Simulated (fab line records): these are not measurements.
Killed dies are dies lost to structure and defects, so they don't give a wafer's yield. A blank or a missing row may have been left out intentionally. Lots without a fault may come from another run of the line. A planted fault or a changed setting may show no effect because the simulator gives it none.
Chamber matching    flow nand-harc    NHARC_A_STAIRCASE_ETCH_313 on rie-diel-06 has 4 sister chambers
The step etches the open film in CF4/CHF3. 14 wafers are shown with their chamber, then 7 later ones without.

## EACH WAFER AND ITS CHAMBER
wafer   chamber  drypump-motor-current-A (A)  rf-vpp-V (V)  oes-product-au (a.u.)
L074.3  2        5.69                         368.8         0.948
L074.4  3        5.72                         371.2         0.968
L074.5  3        5.74                         373.2         0.966
L076.2  2        5.69                         368.1         0.957
L076.3  0        5.56                         367.7         0.986
L076.6  2        5.70                         367.4         0.951
L075.2  0        5.58                         365.9         0.956
L075.4  3        5.75                         373.2         0.957
L075.5  3        5.74                         373.1         0.953
L077.1  0        5.59                         369.0         0.954
L077.4  1        6.26                         368.0         0.995
L077.5  1        6.27                         366.8         0.986
L078.1  2        5.68                         366.9         0.916
L078.3  3        5.76                         372.0         0.927

SIGNATURES (averages over the wafers above)
reading                  chamber 0  chamber 1  chamber 2  chamber 3  scatter within a chamber
drypump-motor-current-A  5.5767     6.2650     5.6900     5.7420     0.0126
rf-vpp-V                 367.533    367.400    367.800    372.540    1.04
oes-product-au           0.96533    0.99050    0.94300    0.95420    0.0167
Rule: a wafer lies at a distance from a chamber equal to the root of the sum of squares, over the readings, of (its reading less the chamber's mean, divided by the reading's scatter). If the next closest chamber is less than 2 further off than the closest, the wafer can't be placed; otherwise it belongs to the closest. How the scatter is found: for the shown wafers, subtract from each reading the mean of its chamber, square and add these, divide the total by (wafers less chambers), then take the root.

## WAFERS WITHOUT THEIR CHAMBER
wafer   drypump-motor-current-A (A)  rf-vpp-V (V)  oes-product-au (a.u.)
L078.4  5.57                         366.6         0.918
L082.1  5.75                         370.3         0.925
L082.2  5.71                         369.2         0.922
L082.6  5.76                         372.3         0.929
L085.1  5.72                         366.6         0.908
L085.2  5.57                         365.9         0.919
L085.3  5.76                         370.9         0.925

## EACH ONE'S CHAMBER
wafer   from the rows above  in truth
L078.4  0                    0
L082.1  3                    3
L082.2  2                    2
L082.6  3                    3
L085.1  2                    2
L085.2  0                    0
L085.3  3                    3
Correctly placed: 7 of 7. Can't be placed from these rows: 0. Placed wrongly: 0.
